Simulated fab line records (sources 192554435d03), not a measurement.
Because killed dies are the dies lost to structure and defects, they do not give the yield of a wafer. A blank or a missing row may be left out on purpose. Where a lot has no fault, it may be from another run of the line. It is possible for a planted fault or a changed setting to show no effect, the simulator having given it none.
fab line records    flow n5-finfet
[record] lots = 6  wafers = 18  last-day = 18
route steps=1938 shown BEOL_M7@1317
lots that met no fault: taken from a fault-free run of the same line
start-h: the number of hours between the record's first day and the start of the first shown wafer of the lot    wait-h: time in hours since the lot's previous step    " unchanged from the row above    L1.1+2: a row that stands for several wafers    - no value, or no start was given    * or withheld: withheld    < > ~ a bound
route shown NAME@n: a module of which the file shows steps, and the number in the route of the first    usual: the fault-free wafers' mean and standard deviation    same: alike in all rows    chamber/n: place in a boat    sites: per-site readings    _std_site: how widely they spread, as a standard deviation    _edge_site: mean of outer sites minus mean of inner sites    radius-mm: for every site, how far away it sits from the centre of the wafer    mask NAME#n: copy n    behind: the last tool/chamber to shape the wafer    hold: reason for holding the lot/hours on hold/outcome of the hold    device: which transistor (n, p or np) failed to switch    end of line: the route-end tests of the same wafers    step lacking rows: just its recipe    killed: the dies lost at the first sort to structure and to defects; this is not the yield of the wafer    map: dies across one wafer; x = killed, . = not, _ = none there
set.NAME: the setting that was run; set.NAME@STEP: the one run at that earlier step    model.NAME: the simulator's own value behind a step, which no gauge read
lots seen at some steps along the route; tables by step, rows by wafer
services: when a tool's chamber went out of use (start-h, in hours from the record's first day, below 0 if earlier), for how many hours, and the reason
[[steps]]
[step N5_BEOL_M7_CURE_75]
[recipe] temp-c = 370  time-s = 120  ambient = DMADMS/He  material = SiCOH_lowk
[usual] lamp-power-pct = 52.31/0.051  wafer_temp_C_max = 371.7/0.65
[same] time-s = 120
lot.wafer  tool        chamber  start-h  wait-h  lamp-power-pct  wafer_temp_C_max
L542.4     uv-cure-03  2        208.63   0.2     52.38           372.2
L542.5     "           2        "        "       52.21           372.1
L542.6     "           2        "        "       52.30           372.7
L544.2     uv-cure-03  2        218.29   0.1     52.42           373.6
L544.3     "           2        "        "       52.25           372.7
L544.4     "           2        "        "       52.27           372.8
L553.3     uv-cure-02  2        300.59   0.2     52.27           371.6
L553.4     "           2        "        "       52.35           371.7
L553.5     "           2        "        "       52.29           372.1
L551.2     uv-cure-01  2        300.68   0.1     52.39           371.5
L551.4     "           2        "        "       52.28           371.5
L551.6     "           2        "        "       52.34           371.3
L561.1     uv-cure-01  1        329.65   0.0     52.36           371.9
L561.2     "           1        "        "       52.34           372.1
L561.4     "           1        "        "       52.24           372.5
L563.1     uv-cure-03  1        338.75   0.0     52.26           371.9
L563.3     "           1        "        "       52.20           371.7
L563.4     "           1        "        "       52.36           371.7
[step N5_BEOL_M7_DEGAS_44]
[recipe] ambient = vacuum  temp-c = 250  time-s = 60
[usual] heater-power-w = 329/33
[same] time-s = 60
lot.wafer  tool            chamber  start-h  wait-h  heater-power-w
L542.4     pvd-sputter-03  -        209.01   0.3     317
L542.5     "               -        "        "       300
L542.6     "               -        "        "       300
L544.2     pvd-sputter-02  -        219.11   0.7     323
L544.3     "               -        "        "       300
L544.4     "               -        "        "       398
L553.3     pvd-sputter-01  -        300.99   0.4     319
L553.4     "               -        "        "       323
L553.5     "               -        "        "       313
L551.2     pvd-sputter-03  -        301.18   0.4     303
L551.4     "               -        "        "       328
L551.6     "               -        "        "       290
L561.1     pvd-sputter-02  -        330.11   0.4     290
L561.2     "               -        "        "       318
L561.4     "               -        "        "       353
L563.1     pvd-sputter-03  -        339.47   0.7     308
L563.3     "               -        "        "       293
L563.4     "               -        "        "       353
[step N5_BEOL_M7_PRE_CLEAN_45]
[recipe] gas = H2/He  time-s = 30  temp-c = 250
[usual] heater-power-w = 330/32
[same] time-s = 30
lot.wafer  tool            chamber  start-h  wait-h  heater-power-w
L542.4     pvd-sputter-03  -        209.05   0.0     326
L542.5     "               -        "        "       301
L542.6     "               -        "        "       298
L544.2     pvd-sputter-02  -        219.15   0.0     317
L544.3     "               -        "        "       293
L544.4     "               -        "        "       399
L553.3     pvd-sputter-01  -        301.03   0.0     320
L553.4     "               -        "        "       327
L553.5     "               -        "        "       317
L551.2     pvd-sputter-03  -        301.22   0.0     299
L551.4     "               -        "        "       319
L551.6     "               -        "        "       300
L561.1     pvd-sputter-02  -        330.15   0.0     298
L561.2     "               -        "        "       326
L561.4     "               -        "        "       365
L563.1     pvd-sputter-03  -        339.51   0.0     305
L563.3     "               -        "        "       302
L563.4     "               -        "        "       351
[step N5_BEOL_M7_ALD_77]
[recipe] material = TaN  target-thk-a = 20  temp-c = 275  ald-precursor-family = PDMAT  ald-co-reactant = NH3  pressure-torr = 3  carrier-flow-sccm = 1500  pulse-time-s = 2  purge-time-s = 3  co-reactant-purge-time-s = 2  co-reactant-pulse-time-s = 3  ald-cycles = 40  precursor-vessel-temp-c = 75  precursor-vessel-pressure-torr = 26.25  precursor-vessel-carrier-sccm = 1000
[step N5_BEOL_M7_SURFACE_TREAT_79]
[recipe] gas = Ar  time-s = *  ion-energy-ev = *  ion-current-ma-cm2 = 0.5  pressure-mtorr = *  ar-flow-sccm = 30
[usual] throttle-valve-pct = *
[same] time-s = *
lot.wafer  tool            chamber  start-h  wait-h  throttle-valve-pct
L542.4     pvd-sputter-01  -        209.45   0.2     *
L542.5     "               -        "        "       *
L542.6     "               -        "        "       *
L544.2     pvd-sputter-02  -        219.77   0.4     *
L544.3     "               -        "        "       *
L544.4     "               -        "        "       *
L553.3     pvd-sputter-02  -        301.44   0.2     *
L553.4     "               -        "        "       *
L553.5     "               -        "        "       *
L551.2     pvd-sputter-03  -        301.60   0.2     *
L551.4     "               -        "        "       *
L551.6     "               -        "        "       *
L561.1     pvd-sputter-02  -        330.63   0.3     *
L561.2     "               -        "        "       *
L561.4     "               -        "        "       *
L563.1     pvd-sputter-01  -        339.93   0.2     *
L563.3     "               -        "        "       *
L563.4     "               -        "        "       *
[step N5_BEOL_M7_CVD_78]
[recipe] material = Co  target-thk-a = 20  temp-c = withheld  precursor = CCTBA/H2  pressure-torr = 30  time-s = 142.3
[step N5_BEOL_M7_SPUTTER_48]
[recipe] material = Cu  target-thk-a = 100  temp-c = -20  bias-v = 60  power-w = 26000  chamber-pressure-pa = 0.13  time-s = 1.667
[step N5_BEOL_M7_ECD_50]
[recipe] material = Cu  target-thk-a = 3000
[step N5_BEOL_M7_ANNEAL_51]
[recipe] temp-c = 225  time-s = 90  ambient = N2
[usual] anneal-temp-c = 224.99/0.18  wafer_temp_C_max = 226.4/0.36
[same] time-s = 90
lot.wafer  tool           chamber  start-h  wait-h  anneal-temp-c  wafer_temp_C_max
L542.4     rtp-anneal-02  0        210.45   0.4     224.92         226.8
L542.5     "              0        "        "       224.93         227.8
L542.6     "              0        "        "       224.71         226.5
L544.2     rtp-anneal-02  0        221.09   0.5     225.16         226.7
L544.3     "              0        "        "       224.98         226.9
L544.4     "              0        "        "       224.76         226.1
L553.3     rtp-anneal-02  0        302.35   0.5     225.04         226.5
L553.4     "              0        "        "       225.02         226.3
L553.5     "              0        "        "       225.04         226.6
L551.2     rtp-anneal-02  0        302.69   0.8     225.15         226.6
L551.4     "              0        "        "       225.21         226.5
L551.6     "              0        "        "       224.93         226.5
L561.1     rtp-anneal-02  0        332.73   1.7     224.76         226.3
L561.2     "              0        "        "       224.82         226.6
L561.4     "              0        "        "       224.81         226.3
L563.1     rtp-anneal-02  0        340.38   0.1     225.02         226.1
L563.3     "              0        "        "       225.29         227.0
L563.4     "              0        "        "       224.79         226.8
[step N5_BEOL_M7_CMP_52]
[recipe] stop-on = SiCOH_lowk  t-overpolish-s = 6.9  down-force-psi = 1  platen-rpm = 50  clearing-platen-down-force-psi = 1.5  clearing-platen-rpm = 50  post-cmp-clean = cu-alkaline  target-thk-nm = 80  clearing-platen-pad-velocity-m-s = 0.99484  pad-velocity-m-s = 0.99484
[step N5_BEOL_M7_THK_MEAS_53]
[recipe] thk-meas-gauge = xrf  reads = Cu_of_BEOL_M7_ECD_50
[usual] M7_THK = 79.0/1.7
lot.wafer  tool           chamber  start-h  wait-h  M7_THK[nm]
L542.4     film-metro-02  -        210.91   -       79.6
L542.5     "              -        "        "       81.7
L542.6     "              -        "        "       79.5
L544.2     film-metro-02  -        221.66   -       83.4
L544.3     "              -        "        "       81.6
L544.4     "              -        "        "       81.4
L553.3     film-metro-02  -        302.85   -       77.1
L553.4     "              -        "        "       77.5
L553.5     "              -        "        "       75.7
L551.2     film-metro-02  -        303.25   -       78.9
L551.4     "              -        "        "       76.2
L551.6     "              -        "        "       79.2
L561.1     film-metro-01  -        333.59   -       81.6
L561.2     "              -        "        "       77.6
L561.4     "              -        "        "       83.3
L563.1     film-metro-02  -        341.26   0.2     79.7
L563.3     "              -        "        "       78.2
L563.4     "              -        "        "       80.5
[step N5_BEOL_M7_PRE_CLEAN_55]
[recipe] gas = NH3  time-s = 15  temp-c = withheld  rf-power-w = 300
[step N5_BEOL_M7_DEP_56]
[recipe] material = SiCN  target-thk-a = 100  temp-c = withheld  precursor = 3MS/NH3  pressure-torr = 3  rf-w = 202  time-s = 17.5
[usual] showerhead-plenum-p-Torr = 3.669/0.013  throttle-valve-pct = 9.2/0.58
lot.wafer  tool      chamber  start-h  wait-h  showerhead-plenum-p-Torr  throttle-valve-pct  model.SiCN_of_BEOL_M7_DEP_56.thk-nm
L542.4     pecvd-04  1        211.03   0.0     3.692                     9.4                 9.8
L542.5     "         2        "        "       3.660                     8.9                 10
L542.6     "         0        "        "       3.658                     8.9                 9.8
L544.2     pecvd-01  2        221.72   0.0     3.669                     9.4                 10
L544.3     "         1        "        "       3.675                     9.8                 10
L544.4     "         2        "        "       3.672                     9.7                 10.2
L553.3     pecvd-04  2        302.91   0.0     3.667                     8.9                 9.8
L553.4     "         0        "        "       3.644                     8.7                 6.6
L553.5     "         2        "        "       3.663                     9.1                 10
L551.2     pecvd-04  2        303.31   0.0     3.659                     9.1                 9.6
L551.4     "         2        "        "       3.672                     8.7                 6.6
L551.6     "         1        "        "       3.691                     9.5                 6.6
L561.1     pecvd-01  2        333.65   0.0     3.662                     9.7                 9.8
L561.2     "         0        "        "       3.666                     8.5                 10
L561.4     "         0        "        "       3.655                     8.6                 10.2
L563.1     pecvd-03  0        341.32   0.0     3.675                     8.3                 10
L563.3     "         1        "        "       3.668                     10.4                10
L563.4     "         1        "        "       3.682                     10.6                10
[step N5_BEOL_M7_RS_MEAS_57]
[recipe] thk-meas-gauge = four-point-probe  reads = Cu_of_BEOL_M7_ECD_50+Co_of_BEOL_M7_CVD_78+TaN_of_BEOL_M7_ALD_77
[usual] M7_RS = 0.289/0.0071
lot.wafer  tool           chamber  start-h  wait-h  M7_RS[ohm/sq]
L542.4     film-metro-02  -        211.10   0.0     0.285
L542.5     "              -        "        "       0.277
L542.6     "              -        "        "       0.286
L544.2     film-metro-01  -        221.79   0.1     0.272
L544.3     "              -        "        "       0.279
L544.4     "              -        "        "       0.279
L553.3     film-metro-02  -        302.98   0.1     0.292
L553.4     "              -        "        "       0.289
L553.5     "              -        "        "       0.298
L551.2     film-metro-02  -        303.38   0.1     0.288
L551.4     "              -        "        "       0.302
L551.6     "              -        "        "       0.289
L561.1     film-metro-02  -        333.72   0.1     0.277
L561.2     "              -        "        "       0.294
L561.4     "              -        "        "       0.268
L563.1     film-metro-02  -        341.39   0.1     0.288
L563.3     "              -        "        "       0.294
L563.4     "              -        "        "       0.283
[[services]]
tool            chamber  start-h  hours  kind
pvd-sputter-03  -        186.76   4.3    repair
pecvd-04        -        198.44   0.5    repair
pecvd-04        2        216.90   6.0    repair
uv-cure-03      -        228.57   2.1    pm
pecvd-04        0        256.22   2.1    scheduled-down
uv-cure-01      -        256.47   24.0   repair
pecvd-04        2        264.65   2.1    scheduled-down
pecvd-01        -        273.03   1.2    repair
uv-cure-03      -        273.72   7.6    repair
pecvd-03        0        279.12   5.2    repair
pecvd-01        -        288.17   2.8    pm
uv-cure-03      -        294.73   0.2    repair
uv-cure-03      -        294.93   0.3    repair
pecvd-03        -        297.02   5.5    pm
uv-cure-03      -        304.41   0.4    repair
pecvd-04        1        317.67   5.5    scheduled-down
[[key]]
first-sign none at tools or gauges
[model-effect] step = N5_BEOL_M7_DEP_56  value = SiCN_of_BEOL_M7_DEP_56.thk-nm  without = 10  struck = 6.6
met-at N5_BEOL_M7_DEP_56
struck-wafers L551.4,L551.6,L553.4
onset-between 211.03 302.91
[fault] kind = process-parameter-drift  tool = pecvd-04  chamber = -  onset-h = 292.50  steps = N5_BEOL_M7_DEP_56  channel = time-s  offset = *  shape = step  end-h = 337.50  scope = struck-wafers-only  acts-in = *  stated = *
